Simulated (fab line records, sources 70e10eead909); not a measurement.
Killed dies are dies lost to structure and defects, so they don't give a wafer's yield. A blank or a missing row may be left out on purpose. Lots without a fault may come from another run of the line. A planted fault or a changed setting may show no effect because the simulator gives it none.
Chamber matching | flow nand_harc | NHARC_A_STAIRCASE_TRIM_229 on rie_diel-04: 4 sister chambers
The step chemistry O2, time 211.2 s. 18 wafers are shown with their chamber, then 9 later ones without.

WAFERS WITH THEIR CHAMBER
wafer  | chamber | showerhead_plenum_p_Torr (Torr) | drypump_motor_current_A (A) | oes_product_au (a.u.)
L076.1 | 0       | 3.56                            | 5.5                         | 0.991
L076.3 | 1       | 3.39                            | 6.1                         | 1.010
L076.4 | 2       | 3.42                            | 5.6                         | 0.999
L077.2 | 0       | 3.56                            | 5.6                         | 0.976
L077.5 | 2       | 3.42                            | 5.6                         | 1.001
L077.6 | 3       | 3.77                            | 6.1                         | 0.983
L081.1 | 2       | 3.41                            | 5.6                         | 1.002
L081.2 | 3       | 3.76                            | 6.2                         | 1.007
L081.5 | 3       | 3.76                            | 6.2                         | 0.991
L087.3 | 0       | 3.54                            | 5.5                         | 0.971
L087.5 | 0       | 3.54                            | 5.5                         | 0.975
L087.6 | 1       | 3.37                            | 6.1                         | 1.018
L090.1 | 2       | 3.40                            | 5.6                         | 1.000
L090.2 | 1       | 3.36                            | 6.1                         | 1.028
L090.5 | 3       | 3.75                            | 6.2                         | 1.012
L089.1 | 0       | 3.54                            | 5.5                         | 0.975
L089.4 | 2       | 3.40                            | 5.6                         | 1.006
L089.6 | 3       | 3.75                            | 6.2                         | 1.007

SIGNATURES (means of the wafers above)
reading                  | chamber 0 | chamber 1 | chamber 2 | chamber 3 | scatter within a chamber
showerhead_plenum_p_Torr | 3.5480    | 3.3733    | 3.4100    | 3.7580    | 0.0108
drypump_motor_current_A  | 5.520     | 6.100     | 5.600     | 6.180     | 0.0338
oes_product_au           | 0.97760   | 1.01867   | 1.00160   | 1.00000   | 0.00863
Rule: a wafer's distance from a chamber is the root of the sum, over the readings, of the square of ((its reading less the chamber's mean) divided by the reading's scatter). The wafer belongs to the nearest chamber; if the next one is less than 2 further off, it can't be placed. The scatter: the root of (the sum of the squares of (reading less its chamber's mean) over the shown wafers, divided by (wafers less chambers)).

WAFERS WITHOUT THEIR CHAMBER
wafer  | showerhead_plenum_p_Torr (Torr) | drypump_motor_current_A (A) | oes_product_au (a.u.)
L092.1 | 3.53                            | 5.5                         | 1.002
L092.3 | 3.40                            | 5.6                         | 1.007
L092.6 | 3.40                            | 5.6                         | 0.995
L094.1 | 3.39                            | 5.6                         | 1.015
L094.5 | 3.40                            | 5.6                         | 1.019
L094.6 | 3.36                            | 6.1                         | 1.003
L095.1 | 3.35                            | 6.2                         | 1.000
L095.2 | 3.39                            | 5.6                         | 1.025
L095.3 | 3.74                            | 6.1                         | 1.000

WHICH CHAMBER EACH WENT THROUGH
wafer  | from the rows above | in truth
L092.1 | 0                   | 0
L092.3 | 2                   | 2
L092.6 | 2                   | 2
L094.1 | 2                   | 2
L094.5 | 2                   | 2
L094.6 | 1                   | 1
L095.1 | 1                   | 1
L095.2 | 2                   | 2
L095.3 | 3                   | 3
Placed correctly: 9 of 9. Can't be placed from these rows: 0. Placed wrongly: 0.
